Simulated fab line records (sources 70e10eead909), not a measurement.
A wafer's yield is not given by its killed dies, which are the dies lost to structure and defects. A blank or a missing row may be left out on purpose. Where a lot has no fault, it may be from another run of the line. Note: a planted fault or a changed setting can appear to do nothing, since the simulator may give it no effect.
Matching of chambers | flow nand harc | NHARC_A_STAIRCASE_TRIM_20 on rie diel-07: 4 sister chambers
The step chemistry O2, time 211.2 s. 8 wafers are shown with their chamber, then 7 later ones without.

## WAFERS WITH THEIR CHAMBER
wafer  | chamber | drypump motor current A (A) | showerhead plenum p Torr (Torr)
L077.3 | 2       | 6.0                         | 3.69
L077.5 | 0       | 6.7                         | 3.42
L077.6 | 1       | 4.8                         | 3.44
L087.1 | 3       | 5.5                         | 3.76
L087.3 | 1       | 4.8                         | 3.43
L087.5 | 3       | 5.6                         | 3.76
L087.2 | 2       | 6.0                         | 3.68
L087.4 | 0       | 6.7                         | 3.40

## WAFERS WITHOUT THEIR CHAMBER
wafer  | drypump motor current A (A) | showerhead plenum p Torr (Torr)
L087.6 | 6.7                         | 3.40
L090.1 | 4.7                         | 3.42
L090.3 | 5.5                         | 3.76
L090.6 | 5.5                         | 3.76
L095.1 | 6.7                         | 3.40
L095.2 | 5.6                         | 3.75
L095.4 | 6.0                         | 3.68

## THE CHAMBER EACH PASSED THROUGH
wafer  | from the rows above | in truth
L087.6 | 0                   | 0
L090.1 | 1                   | 1
L090.3 | 3                   | 3
L090.6 | 3                   | 3
L095.1 | 0                   | 0
L095.2 | 3                   | 3
L095.4 | 2                   | 2
Placed correctly: 7 of 7. From these rows, 0 cannot be placed. Wrongly placed: 0.
How it was worked out, from the rows above alone: a wafer's distance from a chamber is the root of the sum, over the readings, of the square of ((its reading less the chamber's mean) divided by the reading's scatter). If the next closest chamber is less than 2 further off than the closest, the wafer can't be placed; otherwise it belongs to the closest. Each chamber's mean is taken over the wafers shown for it. How the scatter is found: for the shown wafers, subtract from each reading the mean of its chamber, square and add these, divide the total by (wafers less chambers), then take the root.
